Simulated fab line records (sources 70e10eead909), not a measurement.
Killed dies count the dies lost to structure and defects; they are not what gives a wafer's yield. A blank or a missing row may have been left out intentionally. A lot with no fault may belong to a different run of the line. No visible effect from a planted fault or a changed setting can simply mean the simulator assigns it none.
Which tool is to blame? | flow nand harc | 24 lots, 72 wafers sampled, at 6 steps of a route of 1159

== WHAT THE GAUGES SHOWED, per wafer ==
NHARC_A_CONTACT_CD_MEAS_08: target cd 100 nm. Usual: cd nm 100.4 nm, standard deviation 0.5.
lot  | measured     | on        | cd nm (nm)        | flag
L075 | day 17 01:08 | cd sem-03 | 100.6 100.8 100.3 |
L074 | day 16 22:24 | cd sem-02 | 100.7 99.7 100.0  |
L076 | day 16 23:46 | cd sem-01 | 100.9 101.2 101.0 |
L077 | day 17 09:39 | cd sem-03 | 100.3 99.8 99.5   |
L079 | day 17 16:04 | cd sem-03 | 100.3 100.4 99.9  |
L078 | day 17 21:26 | cd sem-01 | 100.5 100.9 101.0 |
L080 | day 18 02:16 | cd sem-03 | 100.7 100.8 101.1 |
L081 | day 18 13:55 | cd sem-02 | 101.2 101.0 100.4 |
L082 | day 19 04:10 | cd sem-02 | 100.9 101.3 100.6 |
L084 | day 19 06:16 | cd sem-02 | 99.5 100.4 99.7   |
L083 | day 19 07:43 | cd sem-02 | 99.8 100.8 100.2  |
L088 | day 19 16:46 | cd sem-03 | 100.4 101.6 100.3 |
L087 | day 19 17:29 | cd sem-03 | 100.7 100.9 100.3 |
L086 | day 19 21:59 | cd sem-03 | 100.4 99.7 100.0  |
L089 | day 20 07:24 | cd sem-01 | 100.9 99.9 100.2  |
L085 | day 20 06:52 | cd sem-03 | 100.5 99.9 100.2  |
L091 | day 20 16:15 | cd sem-02 | 99.5 98.9 99.8    |
L090 | day 20 20:22 | cd sem-02 | 101.2 101.8 100.6 |
L093 | day 21 13:06 | cd sem-02 | 100.4 100.5 100.4 |
L092 | day 21 13:19 | cd sem-01 | 100.2 100.0 101.4 |
L094 | day 21 21:13 | cd sem-02 | 99.8 100.6 100.5  |
L097 | day 22 14:22 | cd sem-03 | 100.1 100.1 100.2 |
L095 | day 23 06:53 | cd sem-01 | 100.9 100.2 100.4 |
L096 | day 23 11:45 | cd sem-02 | 99.9 100.1 101.0  |

== WHICH TOOL RAN EACH LOT (tool, then ch and the chambers of the sampled wafers, then the start) ==
lot  | NHARC_A_CONTACT_ETCH_118             | NHARC_A_CONTACT_DEP_57        | NHARC_A_CONTACT_ETCH_77                       | NHARC_A_CONTACT_ETCH_128             | NHARC_A_CONTACT_ETCH_132
L075 | har cap etch-02 ch 0,1, day 16 08:57 | acl dep-02 ch 0, day 16 14:02 | rie diel-04 ch 0,1,3, day 16 19:50 or earlier | har cap etch-02 ch 0,1, day 16 19:50 | har cap etch-02 ch 0,1, day 16 20:25
L074 | har cap etch-03 ch 0,1, day 16 09:41 | acl dep-01 ch 0, day 16 14:04 | rie diel-08 ch 0,2, day 16 17:53 or earlier   | har cap etch-03 ch 0,1, day 16 17:53 | har cap etch-03 ch 0,1, day 16 18:27
L076 | har cap etch-01 ch 0,1, day 16 11:40 | acl dep-03 ch 0, day 16 15:22 | rie diel-08 ch 1,3, day 16 19:29 or earlier   | har cap etch-01 ch 0,1, day 16 19:29 | har cap etch-01 ch 0,1, day 16 20:03
L077 | har cap etch-03 ch 1, day 16 22:03   | acl dep-03 ch 0, day 17 00:23 | rie diel-04 ch 0,2,3, day 17 05:11 or earlier | har cap etch-02 ch 0,1, day 17 05:11 | har cap etch-02 ch 0,1, day 17 05:46
L079 | har cap etch-01 ch 0,1, day 17 03:28 | acl dep-03 ch 0, day 17 07:15 | rie diel-06 ch 2,3, day 17 11:40 or earlier   | har cap etch-02 ch 0,1, day 17 11:40 | har cap etch-02 ch 0,1, day 17 12:14
L078 | har cap etch-03 ch 0,1, day 17 08:10 | acl dep-02 ch 0, day 17 10:58 | rie diel-04 ch 1,2,3, day 17 15:23 or earlier | har cap etch-01 ch 0,1, day 17 15:23 | har cap etch-01 ch 0,1, day 17 15:57
L080 | har cap etch-03 ch 0,1, day 17 13:34 | acl dep-02 ch 0, day 17 17:24 | rie diel-04 ch 0,1, day 17 21:37 or earlier   | har cap etch-03 ch 0,1, day 17 21:37 | har cap etch-03 ch 0,1, day 17 22:11
L081 | har cap etch-03 ch 0,1, day 18 00:38 | acl dep-02 ch 0, day 18 04:01 | rie diel-06 ch 0,1, day 18 09:28 or earlier   | har cap etch-01 ch 0,1, day 18 09:28 | har cap etch-01 ch 0,1, day 18 10:01
L082 | har cap etch-03 ch 0,1, day 18 14:22 | acl dep-01 ch 0, day 18 17:10 | rie diel-04 ch 0,2, day 18 21:39 or earlier   | har cap etch-02 ch 0,1, day 18 21:39 | har cap etch-02 ch 0,1, day 18 22:13
L084 | har cap etch-01 ch 0,1, day 18 17:42 | acl dep-02 ch 0, day 18 20:58 | rie diel-06 ch 0,1,2, day 19 01:31 or earlier | har cap etch-01 ch 0,1, day 19 01:31 | har cap etch-01 ch 0,1, day 19 02:05
L083 | har cap etch-03 ch 0,1, day 18 20:20 | acl dep-03 ch 0, day 18 23:07 | rie diel-06 ch 1,2,3, day 19 02:59 or earlier | har cap etch-03 ch 0,1, day 19 02:59 | har cap etch-03 ch 0,1, day 19 03:34
L088 | har cap etch-02 ch 1, day 19 04:15   | acl dep-01 ch 0, day 19 06:49 | rie diel-06 ch 2,3, day 19 11:41 or earlier   | har cap etch-02 ch 1, day 19 11:41   | har cap etch-02 ch 1, day 19 12:15
L087 | har cap etch-01 ch 0,1, day 19 04:27 | acl dep-02 ch 0, day 19 07:08 | rie diel-06 ch 1,3, day 19 12:01 or earlier   | har cap etch-03 ch 0,1, day 19 12:01 | har cap etch-03 ch 0,1, day 19 12:35
L086 | har cap etch-01 ch 0,1, day 19 09:17 | acl dep-02 ch 0, day 19 11:46 | rie diel-08 ch 0,1,2, day 19 16:01 or earlier | har cap etch-01 ch 0,1, day 19 16:01 | har cap etch-01 ch 0,1, day 19 16:34
L089 | har cap etch-02 ch 0,1, day 19 18:35 | acl dep-02 ch 0, day 19 21:49 | rie diel-04 ch 0,1, day 20 01:56 or earlier   | har cap etch-03 ch 0,1, day 20 01:56 | har cap etch-03 ch 0,1, day 20 02:41
L085 | har cap etch-03 ch 0,1, day 19 18:47 | acl dep-03 ch 0, day 19 21:28 | rie diel-06 ch 0,2,3, day 20 02:08 or earlier | har cap etch-01 ch 0,1, day 20 02:08 | har cap etch-01 ch 0,1, day 20 02:42
L091 | har cap etch-02 ch 0,1, day 20 05:04 | acl dep-01 ch 0, day 20 07:55 | rie diel-08 ch 1,3, day 20 11:38 or earlier   | har cap etch-01 ch 0,1, day 20 11:38 | har cap etch-01 ch 0,1, day 20 12:12
L090 | har cap etch-01 ch 0,1, day 20 06:42 | acl dep-03 ch 0, day 20 10:44 | rie diel-06 ch 1,3, day 20 15:17 or earlier   | har cap etch-03 ch 0, day 20 15:17   | har cap etch-03 ch 0, day 20 16:03
L093 | har cap etch-01 ch 0,1, day 20 19:09 | acl dep-03 ch 0, day 21 01:08 | rie diel-06 ch 0,1,2, day 21 05:43 or earlier | har cap etch-01 ch 0,1, day 21 05:43 | har cap etch-01 ch 0,1, day 21 06:17
L092 | har cap etch-03 ch 0,1, day 20 20:16 | acl dep-02 ch 0, day 21 01:59 | rie diel-04 ch 1,2, day 21 05:59 or earlier   | har cap etch-03 ch 0,1, day 21 05:59 | har cap etch-03 ch 0,1, day 21 06:34
L094 | har cap etch-02 ch 0,1, day 21 09:57 | acl dep-01 ch 0, day 21 12:17 | rie diel-04 ch 0,2, day 21 16:44 or earlier   | har cap etch-02 ch 0,1, day 21 16:44 | har cap etch-02 ch 0,1, day 21 17:17
L097 | har cap etch-03 ch 0,1, day 22 00:42 | acl dep-01 ch 0, day 22 04:11 | rie diel-08 ch 2,3, day 22 08:49 or earlier   | har cap etch-02 ch 0,1, day 22 08:49 | har cap etch-02 ch 0,1, day 22 09:22
L095 | har cap etch-02 ch 0,1, day 22 15:31 | acl dep-03 ch 0, day 22 19:43 | rie diel-04 ch 1,2,3, day 23 00:17 or earlier | har cap etch-03 ch 0,1, day 23 00:17 | har cap etch-03 ch 0,1, day 23 00:50
L096 | har cap etch-02 ch 0,1, day 22 19:40 | acl dep-02 ch 0, day 23 01:44 | rie diel-08 ch 0,1,2, day 23 05:49 or earlier | har cap etch-02 ch 0,1, day 23 05:49 | har cap etch-02 ch 0,1, day 23 06:23
- NHARC_A_CONTACT_ETCH_118: etches the open film in C4F8/O2/Ar, time 94 s, target depth 922 nm.
- NHARC_A_CONTACT_DEP_57: deposits aC, target thk 2800 nm.
- NHARC_A_CONTACT_ETCH_77: etches the open film in CF4/CHF3, target depth 72.6 nm, time 36.3 s.
- NHARC_A_CONTACT_ETCH_128: etches the open film in C4F8/O2/Ar, time 155 s, target depth 956 nm.
- NHARC_A_CONTACT_ETCH_132: etches the open film in C4F8/O2/Ar, time 156 s, target depth 958 nm.

== AS READ BY THE TOOLS THEMSELVES (means over the sampled wafers that have a number; for cases with no such wafer, the mark the record gives instead) ==
NHARC_A_CONTACT_ETCH_118. Usual: chamber pressure mTorr 19.999 mTorr, standard deviation 0.02.
lot  | tool            | chamber pressure mTorr (mTorr) | flag
L075 | har cap etch-02 | 19.998                         |
L074 | har cap etch-03 | 19.995                         |
L076 | har cap etch-01 | 20.006                         |
L077 | har cap etch-03 | 20.014                         |
L079 | har cap etch-01 | 20.026                         |
L078 | har cap etch-03 | 20.005                         |
L080 | har cap etch-03 | 20.006                         |
L081 | har cap etch-03 | 19.984                         |
L082 | har cap etch-03 | 19.991                         |
L084 | har cap etch-01 | 19.987                         |
L083 | har cap etch-03 | 19.999                         |
L088 | har cap etch-02 | 20.024                         |
L087 | har cap etch-01 | 19.995                         |
L086 | har cap etch-01 | 19.986                         |
L089 | har cap etch-02 | 20.013                         |
L085 | har cap etch-03 | 20.001                         |
L091 | har cap etch-02 | 20.018                         |
L090 | har cap etch-01 | 19.995                         |
L093 | har cap etch-01 | 20.005                         |
L092 | har cap etch-03 | 19.996                         |
L094 | har cap etch-02 | 19.995                         |
L097 | har cap etch-03 | 19.990                         |
L095 | har cap etch-02 | 19.995                         |
L096 | har cap etch-02 | 19.999                         |

NHARC_A_CONTACT_DEP_57. Usual: throttle valve pct 35.000 %, standard deviation 0.0096.
lot  | tool       | throttle valve pct (%) | flag
L075 | acl dep-02 | 35.003                 |
L074 | acl dep-01 | 35.001                 |
L076 | acl dep-03 | 35.011                 |
L077 | acl dep-03 | 35.006                 |
L079 | acl dep-03 | 35.000                 |
L078 | acl dep-02 | 35.003                 |
L080 | acl dep-02 | 35.000                 |
L081 | acl dep-02 | 35.005                 |
L082 | acl dep-01 | 34.992                 |
L084 | acl dep-02 | 34.996                 |
L083 | acl dep-03 | 35.006                 |
L088 | acl dep-01 | 34.994                 |
L087 | acl dep-02 | 34.996                 |
L086 | acl dep-02 | 34.994                 |
L089 | acl dep-02 | 35.002                 |
L085 | acl dep-03 | 34.999                 |
L091 | acl dep-01 | 34.995                 |
L090 | acl dep-03 | 34.990                 |
L093 | acl dep-03 | 35.001                 |
L092 | acl dep-02 | 35.001                 |
L094 | acl dep-01 | 34.994                 |
L097 | acl dep-01 | 34.997                 |
L095 | acl dep-03 | 35.002                 |
L096 | acl dep-02 | 35.001                 |

NHARC_A_CONTACT_ETCH_77. Usual: chamber pressure mTorr 24.998 mTorr, standard deviation 0.024; drypump motor current A 5.8 A, standard deviation 0.35; oes product au 0.934 a.u., standard deviation 0.018; rf vpp V 370.5 V, standard deviation 2.7; showerhead plenum p Torr 1.57 Torr, standard deviation 0.075; throttle valve pct 16.802 %, standard deviation 0.0083.
lot  | tool        | chamber pressure mTorr (mTorr) | drypump motor current A (A) | oes product au (a.u.) | rf vpp V (V) | showerhead plenum p Torr (Torr) | throttle valve pct (%) | flag
L075 | rie diel-04 | 25.001                         | 5.7                         | 0.917                 | 371.9        | 1.59                            | 16.798                 |
L074 | rie diel-08 | 25.005                         | 5.4                         | 0.945                 | 372.0        | 1.61                            | 16.799                 |
L076 | rie diel-08 | 25.009                         | 6.1                         | 0.918                 | 369.0        | 1.53                            | 16.798                 |
L077 | rie diel-04 | 24.997                         | 5.8                         | 0.947                 | 373.5        | 1.64                            | 16.805                 |
L079 | rie diel-06 | 24.991                         | 5.7                         | 0.950                 | 369.5        | 1.52                            | 16.807                 |
L078 | rie diel-04 | 25.012                         | 5.7                         | 0.927                 | 372.7        | 1.61                            | 16.799                 |
L080 | rie diel-04 | 24.988                         | 5.6                         | 0.926                 | 369.7        | 1.56                            | 16.805                 |
L081 | rie diel-06 | 25.027                         | 6.0                         | 0.922                 | 367.4        | 1.47                            | 16.801                 |
L082 | rie diel-04 | 25.014                         | 5.7                         | 0.928                 | 371.7        | 1.62                            | 16.798                 |
L084 | rie diel-06 | 25.007                         | 5.8                         | 0.966                 | 369.4        | 1.55                            | 16.797                 |
L083 | rie diel-06 | 24.976                         | 5.9                         | 0.920                 | 368.7        | 1.52                            | 16.800                 |
L088 | rie diel-06 | 24.986                         | 5.7                         | 0.931                 | 370.4        | 1.56                            | 16.793                 |
L087 | rie diel-06 | 24.997                         | 5.9                         | 0.930                 | 370.3        | 1.56                            | 16.799                 |
L086 | rie diel-08 | 24.991                         | 5.8                         | 0.919                 | 371.0        | 1.57                            | 16.810                 |
L089 | rie diel-04 | 25.011                         | 5.6                         | 0.919                 | 370.4        | 1.58                            | 16.804                 |
L085 | rie diel-06 | 24.974                         | 5.7                         | 0.928                 | 371.9        | 1.59                            | 16.797                 |
L091 | rie diel-08 | 25.021                         | 6.2                         | 0.921                 | 368.8        | 1.51                            | 16.803                 |
L090 | rie diel-06 | 24.998                         | 5.9                         | 0.964                 | 370.0        | 1.56                            | 16.801                 |
L093 | rie diel-06 | 25.000                         | 5.8                         | 0.930                 | 369.2        | 1.54                            | 16.810                 |
L092 | rie diel-04 | 24.988                         | 5.6                         | 0.951                 | 372.6        | 1.63                            | 16.799                 |
L094 | rie diel-04 | 24.981                         | 5.7                         | 0.949                 | 372.6        | 1.62                            | 16.796                 |
L097 | rie diel-08 | 24.980                         | 5.8                         | 0.929                 | 369.4        | 1.55                            | 16.811                 |
L095 | rie diel-04 | 25.015                         | 5.7                         | 0.949                 | 371.4        | 1.60                            | 16.802                 |
L096 | rie diel-08 | 25.000                         | 5.8                         | 0.926                 | 370.8        | 1.56                            | 16.798                 |

NHARC_A_CONTACT_ETCH_128. Usual: chamber pressure mTorr 20.004 mTorr, standard deviation 0.02.
lot  | tool            | chamber pressure mTorr (mTorr) | flag
L075 | har cap etch-02 | 19.990                         |
L074 | har cap etch-03 | 20.004                         |
L076 | har cap etch-01 | 20.011                         |
L077 | har cap etch-02 | 20.001                         |
L079 | har cap etch-02 | 20.004                         |
L078 | har cap etch-01 | 19.991                         |
L080 | har cap etch-03 | 19.990                         |
L081 | har cap etch-01 | 20.008                         |
L082 | har cap etch-02 | 20.009                         |
L084 | har cap etch-01 | 20.003                         |
L083 | har cap etch-03 | 20.000                         |
L088 | har cap etch-02 | 19.993                         |
L087 | har cap etch-03 | 20.001                         |
L086 | har cap etch-01 | 20.000                         |
L089 | har cap etch-03 | 20.009                         |
L085 | har cap etch-01 | 19.984                         |
L091 | har cap etch-01 | 19.997                         |
L090 | har cap etch-03 | 20.014                         |
L093 | har cap etch-01 | 20.014                         |
L092 | har cap etch-03 | 20.012                         |
L094 | har cap etch-02 | 20.003                         |
L097 | har cap etch-02 | 20.005                         |
L095 | har cap etch-03 | 20.007                         |
L096 | har cap etch-02 | 19.998                         |

NHARC_A_CONTACT_ETCH_132. Usual: chamber pressure mTorr 19.998 mTorr, standard deviation 0.019.
lot  | tool            | chamber pressure mTorr (mTorr) | flag
L075 | har cap etch-02 | 19.997                         |
L074 | har cap etch-03 | 19.990                         |
L076 | har cap etch-01 | 20.003                         |
L077 | har cap etch-02 | 20.006                         |
L079 | har cap etch-02 | 20.009                         |
L078 | har cap etch-01 | 19.989                         |
L080 | har cap etch-03 | 19.988                         |
L081 | har cap etch-01 | 20.004                         |
L082 | har cap etch-02 | 19.981                         |
L084 | har cap etch-01 | 19.990                         |
L083 | har cap etch-03 | 20.011                         |
L088 | har cap etch-02 | 20.003                         |
L087 | har cap etch-03 | 19.997                         |
L086 | har cap etch-01 | 19.992                         |
L089 | har cap etch-03 | 19.996                         |
L085 | har cap etch-01 | 20.000                         |
L091 | har cap etch-01 | 19.993                         |
L090 | har cap etch-03 | 19.992                         |
L093 | har cap etch-01 | 19.994                         |
L092 | har cap etch-03 | 20.006                         |
L094 | har cap etch-02 | 19.983                         |
L097 | har cap etch-02 | 20.009                         |
L095 | har cap etch-03 | 19.995                         |
L096 | har cap etch-02 | 20.000                         |

== THE ANSWER, worked out from the rows above alone ==
Rule: a lot counts as off when the mean over its wafers that have a number is more than 3 standard deviations away from the usual mean. Also off: a lot with no number at a reading for which 4 or more lots have one. All remaining lots with rows at the step are treated as sound. Order of review: gauges by route order, followed by the tools' own readings, for which a lot's mean as printed above is used. At the first step where some lot is off, the reading lying furthest off is the one used; lots without a number count as furthest.
Across all readings shown, no lot is off: no conclusion can be drawn from this.

== WHAT THE SIMULATOR HAD INSERTED ==
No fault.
